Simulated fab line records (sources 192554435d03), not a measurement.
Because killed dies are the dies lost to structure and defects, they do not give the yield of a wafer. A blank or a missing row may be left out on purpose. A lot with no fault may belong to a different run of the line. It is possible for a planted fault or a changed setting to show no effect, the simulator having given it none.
Split-lot study + flow n5_finfet + on a route of 1938 steps: 7 lots, 21 wafers read

## ON THE SPLIT
At N5_BEOL_M7_PECVD_70 (deposits SiO2 from TEOS/O2, target thk 20 nm, time 22.7 s), the setting temp_c was moved away from the recipe's 400 C on 3 of the 21 wafers read, by -1.3% to +3.6%. All remaining wafers had this setting at the recipe value.

## FROM THE SPLIT TO THE READING: what the file shows between them, 4 steps
- N5_BEOL_M7_ETCH_61: etches SiARC in CF4, target depth 45.5 nm, time 75.8 s (also split here: source_w)
- N5_BEOL_M7_STRIP_19: strips in O2 (also split here: pressure_mtorr)
- N5_BEOL_M7_COAT_63: time 60 s, resist thk 60 nm
- N5_BEOL_M7_STRIP_80: strips in N2/H2, time 10 s

## THE READING
SiO2_of_BEOL_M7_PECVD_70.thk_nm (the simulator's own value, which no gauge read), in nm, at N5_BEOL_M7_HM_STRIP_39 (strips TiN in peroxide tin strip, target depth 25 nm, time 158 s). There is no usual value for it anywhere in the file. Average 19.8 nm, standard deviation 0.24 nm, over the 18 wafers here run with the recipe.

| wafer  | tool, chamber at the split | temp_c as run, C | against the recipe | SiO2_of_BEOL_M7_PECVD_70.thk_nm, nm | against lot-mates on the recipe |
|--------|----------------------------|------------------|--------------------|-------------------------------------|---------------------------------|
| L074.3 | pecvd-03, 2,1,0            | 400              | recipe             | 19.8                                | -                               |
| L074.5 | pecvd-03, 2,1,0            | 400              | recipe             | 19.8                                | -                               |
| L074.6 | pecvd-03, 2,1,0            | 400              | recipe             | 19.8                                | -                               |
| L079.1 | pecvd-01, 0                | 400              | recipe             | 19.8                                | -                               |
| L079.6 | pecvd-01, 1                | 400              | recipe             | 19.8                                | -                               |
| L079.3 | pecvd-01, 0                | 414.5            | +3.6%              | 18                                  | -1.8                            |
| L086.2 | pecvd-01, 2                | 400              | recipe             | 19.4                                | -                               |
| L086.5 | pecvd-01, 1                | 400              | recipe             | 20                                  | -                               |
| L086.6 | pecvd-01, 0                | 407.3            | +1.8%              | 19.2                                | -0.5                            |
| L085.4 | pecvd-04, 1,0              | 400              | recipe             | 20                                  | -                               |
| L085.5 | pecvd-04, 1,0              | 400              | recipe             | 19.8                                | -                               |
| L085.6 | pecvd-04, 2                | 400              | recipe             | 20.2                                | -                               |
| L088.1 | pecvd-01, 0                | 400              | recipe             | 19.6                                | -                               |
| L088.5 | pecvd-01, 1                | 400              | recipe             | 20.2                                | -                               |
| L088.6 | pecvd-01, 2                | 400              | recipe             | 19.8                                | -                               |
| L092.2 | pecvd-04, 0                | 400              | recipe             | 19.6                                | -                               |
| L092.5 | pecvd-04, 0                | 400              | recipe             | 20                                  | -                               |
| L092.6 | pecvd-04, 2                | 400              | recipe             | 20.2                                | -                               |
| L096.2 | pecvd-03, 0                | 394.7            | -1.3%              | 20                                  | +0.5                            |
| L096.5 | pecvd-03, 1                | 400              | recipe             | 19.6                                | -                               |
| L096.6 | pecvd-03, 0                | 400              | recipe             | 19.4                                | -                               |
Rows listing several chambers each stand for several wafers; the file does not say which wafer went through which chamber.

FIT RESULTS
A straight line over all 21 wafers: SiO2_of_BEOL_M7_PECVD_70.thk_nm changes by -0.432 nm for each +1% of temp_c; r = -0.85; the points scatter about the line by 0.26 nm.
The same after taking each lot's own level away (the mean of its wafers on the recipe; 21 wafers): -0.445 nm for each +1%; r = -0.90; scatter 0.2 nm.
That fit puts the effect of the largest move of temp_c on the reading at 1.6 nm.
The lots' own levels span 19.50 to 20.00 nm, that is 2.1 times the standard deviation above.
So the lot-to-lot level changes the slope little: the two slopes agree.
Check: -1.12 nm against its lot-mates is what the line predicts for one of the wafers moved furthest among these (+3.6%) when that wafer is left out of the fit. Against them it came out at -1.8 nm.

## FURTHER SPLITS ON THESE WAFERS
These wafers also went through other splits before the reading. Each is held against what the fit with the lots' levels taken away leaves over:
| other split on the same wafers     | wafers away from the commonest value | r with SiO2_of_BEOL_M7_PECVD_70.thk_nm (lot level and that fit taken away) |
|------------------------------------|--------------------------------------|----------------------------------------------------------------------------|
| N5_BEOL_M6_COAT_59 spin_rpm        | 8                                    | +0.20                                                                      |
| N5_BEOL_M6_EXPOSE_08 dose_mj       | 7                                    | +0.43                                                                      |
| N5_BEOL_M7_ETCH_61 source_w        | 7                                    | -0.37                                                                      |
| N5_BEOL_M7_STRIP_19 pressure_mtorr | 9                                    | +0.00                                                                      |

## THE WHOLE CHAIN: every reading that the file lists as answering this split, in the file's order
| step                   | what it does                                                     | reading                                                                          | change (the file's fit)               | r (the file's) |
|------------------------|------------------------------------------------------------------|----------------------------------------------------------------------------------|---------------------------------------|----------------|
| N5_BEOL_M7_PECVD_70    | deposits SiO2 from TEOS/O2, target thk 20 nm, time 22.7 s        | SiO2_of_BEOL_M7_PECVD_70.thk_nm (the simulator's own value, which no gauge read) | -0.464 nm for each +1% of the setting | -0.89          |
| N5_BEOL_M7_HM_STRIP_39 | strips TiN in peroxide tin strip, target depth 25 nm, time 158 s | SiO2_of_BEOL_M7_PECVD_70.thk_nm (the simulator's own value, which no gauge read) | -0.444 nm for each +1% of the setting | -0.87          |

## THE FILE'S OWN FIT
SiO2_of_BEOL_M7_PECVD_70.thk_nm changes by -0.444 nm for each +1% of temp_c, r = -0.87.
